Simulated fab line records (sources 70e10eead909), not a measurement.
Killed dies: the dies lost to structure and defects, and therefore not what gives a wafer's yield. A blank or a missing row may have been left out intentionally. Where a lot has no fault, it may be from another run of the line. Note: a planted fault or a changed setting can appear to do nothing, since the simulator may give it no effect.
fab line records    flow nand-harc
record lots=6  wafers=18  last-day=33
route steps=1302 shown P_CONTACT@237 END@1302
lots untouched by any fault: they come from a run of this same line in which no faults occurred
start-h: start of the lot's first displayed wafer, in hours after the record's first day    wait-h: how many hours have passed since the lot's step before this one    " identical to the entry in the row above    L1.1+2: one row covering several wafers at once    - no value, or no start was given    * or withheld: withheld    < > ~ a bound
route shown NAME@n: names a module that has steps shown in the file, with the first one's number in the route    usual: mean and standard deviation over wafers with no fault    same: alike in all rows    chamber/n: place in a boat    sites: readings site by site    _std_site: how widely they spread, as a standard deviation    _edge_site: mean of outer sites minus mean of inner sites    radius-mm: how far each site lies from the wafer's centre    mask NAME#n: copy n    behind: tool/chamber where the wafer was last shaped    hold: what put the lot on hold/how long, in hours/how the hold closed    device: names the non-switching transistor (n, p or np)    end of line: at the end of the route, the tests of the same wafers    a step without rows: its recipe alone    killed: the dies lost at the first sort to structure and to defects; this is not the yield of the wafer    map: dies across one wafer; x = killed, . = not, _ = none there
set.NAME: the setting that was run; set.NAME@STEP: the one run at that earlier step    model.NAME: the simulator's own value behind a step, which no gauge read
certain route steps with their lots: each step a table, each wafer a row
services: a tool's chamber out of use, with start hour (start-h, from the record's first day; less than 0 if before it), hours out, and reason
## steps
# step NHARC_P_CONTACT_ETCH_36
# recipe target-depth-a=2600  over-etch-frac=0.25  time-s=406.25  ion-energy-ev=200  n2-flow-sccm=150  h2-flow-sccm=150  ar-flow-sccm=0  rf-w=400  bias-w=150  chemistry=N2/H2
# step NHARC_P_CONTACT_ETCH_18
# recipe target-depth-a=4810  time-s=240.5  c4f8-flow-sccm=20  o2-flow-sccm=10  ar-flow-sccm=withheld  rf-w=600  bias-w=1500  chemistry=C4F8/O2/Ar
# step NHARC_P_CONTACT_STRIP_37
# recipe c4f8-flow-sccm=withheld  o2-flow-sccm=8  ar-flow-sccm=withheld  bias-w=0  chemistry=C4F8/O2/Ar
# step NHARC_P_CONTACT_ETCH_31
# recipe target-depth-a=300  time-s=85.7  ion-energy-ev=120  over-etch-frac=1  ch3f-flow-sccm=50  o2-flow-sccm=30  ar-flow-sccm=200  rf-w=500  bias-w=100  chemistry=CH3F/O2
# usual drypump-motor-current-A=5.51/0.27  oes-product-au=0.973/0.018  rf-vpp-V=244.5/1.6  showerhead-plenum-p-Torr=2.47/0.11  throttle-valve-pct=20.664/0.009
lot.wafer  tool         chamber  start-h  wait-h  drypump-motor-current-A  oes-product-au  rf-hours-counter-h  rf-vpp-V  showerhead-plenum-p-Torr  throttle-valve-pct
L181.1     rie-diel-12  1        -        -       5.66                     0.948           2.5                 244.4     2.42                      20.650
L181.3     "            3        "        "       5.74                     0.961           2.3                 244.9     2.51                      20.664
L181.5     "            1        "        "       5.67                     0.946           -                   242.3     2.42                      20.673
L188.4     rie-diel-12  1        -        -       5.68                     0.975           4.5                 243.0     2.42                      20.657
L188.1     "            2        "        "       5.71                     0.974           4.2                 242.1     2.31                      20.658
L188.6     "            3        "        "       5.72                     0.965           -                   245.1     2.51                      20.662
L189.4     rie-diel-08  0        -        -       5.50                     0.999           3.9                 243.8     2.37                      20.651
L189.2     "            1        "        "       5.80                     0.985           4.0                 246.9     2.64                      20.660
L189.1     "            2        "        "       5.47                     0.989           3.3                 246.8     2.63                      20.665
L191.1     rie-diel-12  0        -        -       5.49                     0.990           4.1                 242.8     2.38                      20.658
L191.4     "            3        "        "       5.72                     0.979           5.1                 244.6     2.51                      20.664
L191.6     "            1        "        "       5.66                     0.976           -                   244.5     2.42                      20.656
L192.1     rie-diel-10  2        -        -       5.02                     0.966           1.0                 244.7     2.49                      20.670
L192.4     "            0        "        "       5.72                     0.973           -                   245.5     2.60                      20.666
L192.5     "            1        "        "       5.53                     0.991           -                   246.7     2.61                      20.658
L199.2     rie-diel-08  0        -        -       5.53                     0.970           7.8                 242.9     2.37                      20.672
L199.4     "            1        "        "       5.81                     0.965           7.6                 246.5     2.64                      20.668
L199.1     "            2        "        "       5.47                     0.968           7.4                 246.3     2.63                      20.640
# step NHARC_P_CONTACT_CD_MEAS_19
# usual cd-nm=90.4/1.9
lot.wafer  tool       chamber  start-h  wait-h  cd-nm
L181.1     cd-sem-01  -        175.29   -       90.0
L181.3     "          -        "        "       90.1
L181.5     "          -        "        "       92.7
L188.1     cd-sem-02  -        234.11   -       92.1
L188.4     "          -        "        "       91.6
L188.6     "          -        "        "       91.0
L189.1     cd-sem-03  -        263.09   -       90.7
L189.2     "          -        "        "       88.9
L189.4     "          -        "        "       90.2
L191.1     cd-sem-03  -        264.27   -       89.4
L191.4     "          -        "        "       92.2
L191.6     "          -        "        "       92.0
L192.1     cd-sem-01  -        285.05   -       89.3
L192.4     "          -        "        "       88.2
L192.5     "          -        "        "       93.6
L199.1     cd-sem-01  -        348.99   -       87.8
L199.2     "          -        "        "       89.3
L199.4     "          -        "        "       90.5
# step NHARC_P_CONTACT_STRIP_28
# recipe o2-flow-sccm=500  ar-flow-sccm=0  bias-w=0  chemistry=O2
# usual drypump-motor-current-A=5.52/0.27  oes-product-au=1.002/0.011  rf-vpp-V=57.9/0.9  showerhead-plenum-p-Torr=3.58/0.16  throttle-valve-pct=17.036/0.0096
lot.wafer  tool         chamber  start-h  wait-h  drypump-motor-current-A  oes-product-au  rf-hours-counter-h  rf-vpp-V  showerhead-plenum-p-Torr  throttle-valve-pct
L181.3     rie-diel-10  0        175.38   0.1     5.73                     0.978           2.1                 57.7      3.73                      17.046
L181.1     "            1        "        "       5.54                     0.994           2.1                 56.7      3.75                      17.037
L181.5     "            0        "        "       5.71                     0.984           -                   58.6      3.73                      17.046
L188.1     rie-diel-08  2        234.22   0.1     5.48                     1.011           1.7                 58.4      3.77                      17.027
L188.4     "            3        "        "       4.96                     0.996           1.6                 57.2      3.49                      17.043
L188.6     "            1        "        "       5.80                     0.993           -                   58.1      3.78                      17.040
L189.1     rie-diel-08  1        263.16   0.1     5.80                     1.008           4.0                 57.7      3.78                      17.037
L189.4     "            3        "        "       4.97                     1.002           3.2                 59.1      3.49                      17.043
L189.2     "            0        "        "       5.50                     1.011           3.9                 57.7      3.40                      17.048
L191.4     rie-diel-08  3        264.36   0.1     4.96                     1.012           3.3                 58.9      3.49                      17.048
L191.1     "            1        "        "       5.83                     1.001           4.1                 57.7      3.77                      17.023
L191.6     "            2        "        "       5.46                     1.015           -                   59.9      3.77                      17.018
L192.1     rie-diel-12  0        285.14   0.1     5.49                     1.003           0.0                 56.8      3.42                      17.054
L192.4     "            2        "        "       5.71                     1.010           0.1                 57.4      3.32                      17.032
L192.5     "            3        "        "       5.75                     0.999           -                   59.3      3.60                      17.034
L199.1     rie-diel-12  2        349.08   0.1     5.71                     1.006           2.0                 57.2      3.32                      17.030
L199.4     "            3        "        "       5.77                     0.989           1.7                 59.3      3.60                      17.044
L199.2     "            0        "        "       5.49                     1.003           1.6                 56.3      3.42                      17.030
# step NHARC_P_CONTACT_STRIP_29
# recipe time-s=1200  temp-c=72.5  chemistry=post-etch-residue-remover
# step NHARC_P_CONTACT_DEGAS_38
# recipe temp-c=300  time-s=60
# usual heater-power-w=443/30  susceptor-temp-C=299.98/0.21
lot.wafer  tool            chamber  start-h  wait-h  heater-power-w  susceptor-temp-C
L181.1     pvd-sputter-01  -        176.00   -       443             -
L181.3     "               -        "        "       426             -
L181.5     "               -        "        "       440             -
L188.4     pvd-sputter-02  -        234.82   -       467             299.99
L188.1     "               -        "        "       515             300.01
L188.6     "               -        "        "       467             300.00
L189.1     pvd-sputter-03  -        263.80   -       396             299.87
L189.4     "               -        "        "       457             300.08
L189.2     "               -        "        "       433             300.17
L191.4     pvd-sputter-01  -        264.99   -       480             300.12
L191.1     "               -        "        "       453             300.03
L191.6     "               -        "        "       421             299.71
L192.1     pvd-sputter-01  -        285.77   -       430             299.96
L192.4     "               -        "        "       473             299.90
L192.5     "               -        "        "       430             299.73
L199.1     pvd-sputter-01  -        349.72   -       413             299.96
L199.4     "               -        "        "       476             299.87
L199.2     "               -        "        "       464             300.13
# step NHARC_P_CONTACT_PRE_CLEAN_39
# recipe time-s=19.5  bias-v=250  gas=Ar
# step NHARC_P_CONTACT_PVD_32
# recipe target-thk-a=50  chamber-pressure-pa=5  power-w=5000  substrate-temp-c=200  time-s=17.7  material=Ti
# step NHARC_P_CONTACT_ALD_22
# recipe target-thk-a=30  pulse-time-s=1  ald-cycles=150  temp-c=450  material=TiN
# usual heater-power-w=1057/63  precursor-pulse-height-rel=1.001/0.019  susceptor-temp-C=449.98/0.25
lot.wafer  tool          chamber  start-h  wait-h  heater-power-w  precursor-pulse-height-rel  susceptor-temp-C
L181.3     ald-metal-03  0        176.24   -       1151            0.984                       449.60
L181.1     "             3        "        "       1168            1.016                       449.71
L181.5     "             0        "        "       1139            0.971                       450.16
L188.1     ald-metal-03  3        235.07   -       1099            0.983                       450.35
L188.4     "             3        "        "       1105            0.993                       450.18
L188.6     "             1        "        "       1004            0.996                       449.74
L189.1     ald-metal-03  1        264.04   -       1029            0.982                       -
L189.4     "             2        "        "       1024            0.997                       -
L189.2     "             0        "        "       1117            0.981                       -
L191.4     ald-metal-01  3        265.22   -       1085            1.004                       449.48
L191.1     "             0        "        "       1004            0.991                       449.90
L191.6     "             3        "        "       1076            0.962                       449.42
L192.4     ald-metal-01  0        286.01   -       968             1.001                       449.89
L192.1     "             3        "        "       1040            1.010                       450.04
L192.5     "             0        "        "       994             1.013                       450.34
L199.2     ald-metal-02  3        350.07   -       1040            0.999                       449.93
L199.1     "             1        "        "       1149            0.993                       450.30
L199.4     "             2        "        "       1025            0.995                       450.24
# step NHARC_P_CONTACT_CVD_23
# recipe target-thk-a=2000  temp-c=300  pressure-torr=40  wf6-flow-sccm=40  h2-flow-sccm=1600  ar-flow-sccm=1560  time-s=557  material=W
# usual heater-power-w=478/36  susceptor-temp-C=300.00/0.19  throttle-valve-pct=8.0/0.32
lot.wafer  tool      chamber  start-h  wait-h  heater-power-w  susceptor-temp-C  throttle-valve-pct
L181.1     cvd-w-02  1        -        -       514             299.93            7.7
L181.3     "         1        "        "       504             300.25            7.6
L181.5     "         0        "        "       434             300.14            8.0
L188.1     cvd-w-01  1        -        -       486             -                 8.3
L188.4     "         1        "        "       488             -                 8.1
L188.6     "         1        "        "       480             -                 7.9
L189.2     cvd-w-02  0        -        -       434             -                 8.3
L189.1     "         1        "        "       531             -                 7.8
L189.4     "         0        "        "       431             -                 8.2
L191.1     cvd-w-01  1        -        -       491             299.89            8.3
L191.4     "         0        "        "       471             300.12            8.5
L191.6     "         1        "        "       502             299.97            8.0
L192.1     cvd-w-02  1        -        -       547             -                 7.5
L192.4     "         1        "        "       531             -                 7.7
L192.5     "         1        "        "       530             -                 7.5
L199.2     cvd-w-02  1        -        -       527             300.54            7.4
L199.1     "         0        "        "       425             299.99            8.0
L199.4     "         1        "        "       553             300.08            7.8
# step NHARC_P_CONTACT_CMP_24
# recipe t-overpolish-s=30  target-thk-nm=200
# usual motor-current-A=12.4/1.3  overpolish-run-s=30.000/0.0086  slurry-flow-ml-min=149.9/0.48  time-to-endpoint-s=40.6/3
lot.wafer  tool    chamber  start-h  wait-h  motor-current-A  overpolish-run-s  slurry-flow-ml-min  time-to-endpoint-s
L181.3     cmp-02  2        177.14   0.3     13.4             30.011            149.8               37.9
L181.1     "       3        "        "       12.8             30.001            149.6               39.8
L181.5     "       3        "        "       12.1             29.984            150.3               41.4
L188.1     cmp-03  0        235.95   0.5     12.6             30.014            150.5               34.6
L188.4     "       1        "        "       11.2             30.001            150.4               37.7
L188.6     "       0        "        "       13.5             30.000            149.7               32.1
L189.1     cmp-02  1        264.88   0.5     12.1             30.008            149.9               38.0
L189.2     "       2        "        "       13.0             30.005            149.9               38.9
L189.4     "       3        "        "       12.3             30.018            150.2               38.9
L191.1     cmp-03  1        266.07   0.5     11.5             29.991            149.7               38.3
L191.4     "       0        "        "       12.5             30.008            149.4               19.6
L191.6     "       1        "        "       11.5             30.002            149.5               18.8
L192.4     cmp-03  2        286.90   0.4     13.5             30.007            149.2               23.7
L192.1     "       3        "        "       13.6             29.998            149.9               43.0
L192.5     "       1        "        "       12.3             29.986            149.4               42.4
L199.1     cmp-04  3        350.92   0.5     12.5             29.996            150.5               40.2
L199.2     "       0        "        "       9.4              29.999            149.2               39.2
L199.4     "       1        "        "       16.0             30.005            150.7               36.3
# step NHARC_END_SORT_01
# recipe temp-c=25
# usual killed-at-array=53/19  killed-at-other=0.7/1.1  killed-at-periphery=4.2/2.7  killed-dies=58/18  killed-open=3.1/1.9  killed-short=2.5/1.6
# same gross-dies=677
lot.wafer  tool       chamber  start-h  wait-h  killed-at-array  killed-at-other  killed-at-periphery  killed-dies  killed-open  killed-short
L191.1     prober-01  0        691.31   2.5     67               0                5                    72           3            3
L191.4     prober-01  0        693.69   3.4     59               0                3                    62           0            1
L191.6     prober-01  0        695.27   4.0     82               0                9                    91           7            3
L189.1     prober-01  0        699.35   2.5     47               0                4                    51           5            3
L189.2     prober-01  0        700.15   2.8     46               2                3                    51           3            2
L189.4     prober-01  0        701.76   3.4     43               0                5                    48           4            2
L199.1     prober-02  0        792.49   2.5     87               1                4                    92           3            1
L199.2     prober-02  0        793.29   2.8     75               2                1                    78           3            3
L199.4     prober-02  0        794.89   3.4     88               2                4                    94           3            0
# killed by level:class
L191.1 A_SLIT:chamber-film-flake=34 A_CHANNEL_HOLE_D1:chamber-film-flake=20 A_CONTACT:chamber-film-flake=7 P_ZERO_WELL:chamber-film-flake=2 P_ZERO_WELL:geometric-particle:short=1 A_CHANNEL_HOLE_D1:geometric-particle:open=1 A_ONON_D2:geometric-particle:short=1 A_WL_FILL:geometric-particle:short=1
L191.4 A_SLIT:chamber-film-flake=26 A_CHANNEL_HOLE_D1:chamber-film-flake=23 A_CONTACT:chamber-film-flake=5 A_STAIRCASE:chamber-film-flake=3 A_BLC:chamber-film-flake=2 P_GATE:geometric-particle:short=1 P_ZERO_WELL:chamber-film-flake=1 P_GATE:chamber-film-flake=1
L191.6 A_CHANNEL_HOLE_D1:chamber-film-flake=29 A_SLIT:chamber-film-flake=28 A_CONTACT:chamber-film-flake=9 P_STI:chamber-film-flake=3 A_WL_FILL:chamber-film-flake=3 P_GATE:geometric-particle:open=2 A_CHANNEL_HOLE_D2:chamber-film-flake=2 A_BLC:chamber-film-flake=2
L189.1 A_CHANNEL_HOLE_D2:chamber-film-flake=24 A_CHANNEL_HOLE_D1:chamber-film-flake=6 A_SLIT:chamber-film-flake=3 A_WL_FILL:geometric-particle:short=2 A_DECK1_JOINT:chamber-film-flake=2 A_CONTACT:chamber-film-flake=2 P_CONTACT:geometric-particle:short=1 P_CONTACT:geometric-particle:open=1
L189.2 A_CHANNEL_HOLE_D2:chamber-film-flake=18 A_CHANNEL_HOLE_D1:chamber-film-flake=12 A_CONTACT:chamber-film-flake=3 A_M0:chamber-film-flake=3 A_ZERO_WELL:chamber-film-flake=2 A_DECK1_JOINT:chamber-film-flake=2 A_SLIT:chamber-film-flake=2 THIN_TSV:chamber-film-flake=2
L189.4 A_CHANNEL_HOLE_D2:chamber-film-flake=13 A_CHANNEL_HOLE_D1:chamber-film-flake=10 A_ZERO_WELL:chamber-film-flake=6 A_CONTACT:chamber-film-flake=3 P_M0:geometric-particle:open=2 P_STI:chamber-film-flake=2 A_STAIRCASE:chamber-film-flake=2 A_SLIT:chamber-film-flake=2
L199.1 A_SLIT:chamber-film-flake=37 A_CHANNEL_HOLE_D2:chamber-film-flake=34 A_CONTACT:chamber-film-flake=8 P_ZERO_WELL:chamber-film-flake=3 A_CHANNEL_HOLE_D1:chamber-film-flake=2 A_WL_FILL:chamber-film-flake=2 P_GATE:geometric-particle:open=1 A_CHANNEL_FILL_D2:geometric-particle:open=1
L199.2 A_CHANNEL_HOLE_D2:chamber-film-flake=30 A_SLIT:chamber-film-flake=27 A_CONTACT:chamber-film-flake=12 THIN_TSV:chamber-film-flake=2 P_M1:geometric-particle:open=1 A_CHANNEL_FILL_D1:geometric-particle:short=1 A_DECK1_JOINT:geometric-particle:short=1 A_DECK1_JOINT:geometric-particle:open=1
L199.4 A_CHANNEL_HOLE_D2:chamber-film-flake=47 A_SLIT:chamber-film-flake=24 A_CONTACT:chamber-film-flake=10 A_CHANNEL_FILL_D1:chamber-film-flake=3 A_CHANNEL_HOLE_D1:chamber-film-flake=2 P_CONTACT:geometric-particle:open=1 P_M0:geometric-particle:open=1 A_ONON_D2:geometric-particle:open=1
## services
tool            chamber  start-h  hours  kind
ald-metal-01    0        157.49   22.9   repair
rie-diel-12     -        162.65   0.6    repair
ald-metal-03    1        164.19   28.0   repair
cmp-03          -        165.26   0.8    repair
ald-metal-01    -        170.00   10.0   pm
cvd-w-01        -        185.00   13.0   pm
ald-metal-01    2        189.91   25.1   repair
rie-diel-08     -        191.12   9.0    pm
cmp-03          -        197.19   4.0    pm
ald-metal-03    -        212.00   10.0   pm
pvd-sputter-01  -        226.00   10.0   pm
cvd-w-02        1        228.95   5.9    repair
cmp-02          -        232.56   4.0    pm
ald-metal-01    0        241.57   5.9    repair
rie-diel-10     -        242.51   9.0    pm
rie-diel-12     -        268.40   9.0    pm
cvd-w-02        -        269.00   13.0   pm
rie-diel-10     3        281.25   22.6   repair
cmp-03          -        291.87   6.8    repair
pvd-sputter-01  -        295.80   4.4    repair
ald-metal-03    1        313.02   7.8    repair
rie-diel-08     -        328.04   0.8    repair
ald-metal-03    0        330.27   24.9   repair
rie-diel-08     1        350.06   6.4    repair
## key
first-sign step=NHARC_P_CONTACT_CMP_24  reading=time-to-endpoint-s  direction=down  sigmas=6.6  usual=*  struck=*
effect none on later readings
met-at NHARC_P_CONTACT_CMP_24
struck-wafers L191.4,L191.6,L192.4
tester-left-out L191,L192
onset-between 235.95 266.07
fault kind=process-parameter-drift  tool=cmp-03  chamber=-  onset-h=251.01  steps=NHARC_P_CONTACT_CMP_24  channel=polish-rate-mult  offset=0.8  shape=step  end-h=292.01  scope=struck-wafers-only
# tester-left-out: of these lots the tester's yield and bins aren't shown, on N5 and GAA mostly nor the transistor test; their killed dies are dies lost to structure and defects alone, not to doping, threshold or leakage, so they don't give the yield
